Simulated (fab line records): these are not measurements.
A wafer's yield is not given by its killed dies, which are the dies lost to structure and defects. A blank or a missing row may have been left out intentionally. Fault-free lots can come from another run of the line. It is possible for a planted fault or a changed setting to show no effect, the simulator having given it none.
The tool behind it: which one? -- flow nandHarc -- 11 lots with 33 wafers sampled at 4 steps, on a route of 1159 steps

## WHAT EACH GAUGE READ, for each wafer
NHARC_P_M2_CD_MEAS_09 targets a cd of 170 nm.
lot,measured,on,cdNm (nm)
L222,day 6 05:44,cdSem-01,170.7 171.7 170.6
L229,day 8 00:04,cdSem-03,175.8 176.4 176.0
L230,day 8 15:28,cdSem-02,175.3 174.7 174.6
L235,day 9 22:04,cdSem-02,170.2 170.3 169.9
L237,day 10 10:08,cdSem-02,169.1 170.1 169.5
L238,day 10 11:25,cdSem-03,170.2 170.0 170.1
L240,day 10 16:39,cdSem-01,168.5 168.4 168.3
L239,day 10 20:04,cdSem-02,169.6 169.5 169.6
L243,day 11 09:25,cdSem-03,170.3 170.4 169.7
L244,day 11 13:24,cdSem-03,170.0 170.0 170.0
L245,day 11 17:46,cdSem-03,170.0 169.0 168.9

## EACH LOT AND THE TOOL THAT RAN IT (in order: tool; ch and the chambers of the sampled wafers; start)
lot,NHARC_P_M1_ETCH_15,NHARC_P_M1_PRE_CLEAN_32,NHARC_P_M2_EXPOSE_06
L222,"rieDiel-05 ch 0,2, day 6 04:25 or earlier","pecvd-04 ch 0,1, day 6 04:25","arfiScanner-03 ch 0, day 6 05:36"
L229,"rieDiel-10 ch 1,2,3, day 7 22:44 or earlier","pecvd-04 ch 1,2, day 7 22:44","arfiScanner-01 ch 0, day 7 23:56"
L230,"rieDiel-05 ch 0,1, day 8 14:09 or earlier","pecvd-03 ch 0,2, day 8 14:09","arfiScanner-01 ch 0, day 8 15:19"
L235,"rieDiel-10 ch 2,3, day 9 20:46 or earlier","pecvd-02 ch 0,2, day 9 20:46","arfiScanner-02 ch 0, day 9 21:56"
L237,"rieDiel-10 ch 0,1,2, day 10 08:50 or earlier","pecvd-02 ch 0,1,2, day 10 08:50","arfiScanner-03 ch 0, day 10 10:00"
L238,"rieDiel-05 ch 1,2,3, day 10 10:04 or earlier","pecvd-02 ch 0,2, day 10 10:04","arfiScanner-03 ch 0, day 10 11:16"
L240,"rieDiel-10 ch 1,2,3, day 10 15:18 or earlier","pecvd-02 ch 0,1, day 10 15:18","arfiScanner-02 ch 0, day 10 16:31"
L239,"rieDiel-10 ch 0,1,3, day 10 18:41 or earlier","pecvd-03 ch 0,1, day 10 18:41","arfiScanner-02 ch 0, day 10 19:56"
L243,"rieDiel-10 ch 1,2,3, day 11 08:07 or earlier","pecvd-03 ch 1,2, day 11 08:07","arfiScanner-03 ch 0, day 11 09:16"
L244,"rieDiel-05 ch 0,1, day 11 11:56 or earlier","pecvd-02 ch 0,1, day 11 11:56","arfiScanner-03 ch 0, day 11 13:16"
L245,"rieDiel-05 ch 1,2,3, day 11 16:34 or earlier","pecvd-03 ch 0,1,2, day 11 16:34","arfiScanner-03 ch 0, day 11 17:37"
- NHARC_P_M1_ETCH_15: etches the open film in C4F8/Ar, target depth 182.5 nm, time 91.2 s.
- NHARC_P_M1_PRE_CLEAN_32: time 12 s.
- NHARC_P_M2_EXPOSE_06: exposes mask P M2, target cd 170 nm.

## THE ANSWER, worked out from the rows above alone
Rule: the lots themselves supply what counts as usual. The widest of any qualifying gaps counts: lots, ordered by their means at a reading, are off when they make up no more than a third of the lots, leave a main group of 4 or more, and stand apart from it by 3 or more times the standard deviation of that group's means. If all means in a main group match to the digits the tables above print for the reading, that group is not used. A lot without any number at a reading at which 4 lots or more have one is off too. Any other lot the step has rows for is counted as sound.
Off at NHARC_P_M2_CD_MEAS_09 (cdNm): L229, L230. Mean 169.8 nm and standard deviation 0.68 in the main group.
If a tool, at a process step before that reading, ran all the lots that are off and no sound lot after the first of them, it fits. Gauges at NHARC_P_M2_CD_MEAS_09: tried the same way as those tools. With no start given for some of its lots, NHARC_P_M1_ETCH_15 uses the hours and lot order of NHARC_P_M1_PRE_CLEAN_32. One fits: NHARC_P_M2_EXPOSE_06 on arfiScanner-01. It ran no sound lot before its first lot that is off in this sample, so the start can't be narrowed down.

## WHAT THE SIMULATOR HAD INSERTED
Drift in process parameters on arfiScanner-01 at NHARC_P_M2_EXPOSE_06, starting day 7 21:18. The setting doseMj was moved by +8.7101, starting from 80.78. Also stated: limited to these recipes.
Struck lots among those shown: L229, L230. The same result came from the rule above.
